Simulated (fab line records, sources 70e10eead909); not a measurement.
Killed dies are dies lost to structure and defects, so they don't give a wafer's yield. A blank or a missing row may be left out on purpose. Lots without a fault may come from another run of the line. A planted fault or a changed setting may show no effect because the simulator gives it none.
Chamber matching | flow nand_harc | NHARC_P_ZERO_WELL_DESCUM_54 on rie_diel-05: 4 sister chambers
The step chemistry O2, time 3 s. 4 wafers are shown with their chamber, then 10 later ones without.

WAFERS WITH THEIR CHAMBER
wafer  | chamber | drypump_motor_current_A (A)
L083.5 | 3       | 5.0
L085.1 | 2       | 5.6
L091.3 | 1       | 6.3
L091.4 | 0       | 6.0

WAFERS WITHOUT THEIR CHAMBER
wafer  | drypump_motor_current_A (A)
L091.6 | 6.3
L093.1 | 6.3
L093.3 | 5.5
L093.6 | 6.0
L094.1 | 6.2
L094.3 | 6.0
L094.4 | 5.6
L095.1 | 5.5
L095.3 | 6.0
L095.4 | 6.3

WHICH CHAMBER EACH WENT THROUGH
wafer  | from the rows above     | in truth
L091.6 | 1                       | 1
L093.1 | 1                       | 1
L093.3 | 2                       | 2
L093.6 | 0                       | 0
L094.1 | can't be placed: 1 or 0 | 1
L094.3 | 0                       | 0
L094.4 | 2                       | 2
L095.1 | 2                       | 2
L095.3 | 0                       | 0
L095.4 | 1                       | 1
Placed correctly: 9 of 10. Can't be placed from these rows: 1 (the true chamber is among the candidates in 1). Placed wrongly: 0.
How it was worked out, from the rows above alone: a wafer's distance from a chamber is the root of the sum, over the readings, of the square of ((its reading less the chamber's mean) divided by the reading's scatter). The wafer belongs to the nearest chamber; if the next one is less than 2 further off, it can't be placed. A chamber's mean is the mean of its shown wafers. The scatter: with one shown wafer a chamber, the root of the mean of the squares of how far each hidden wafer lies from its nearest shown one.
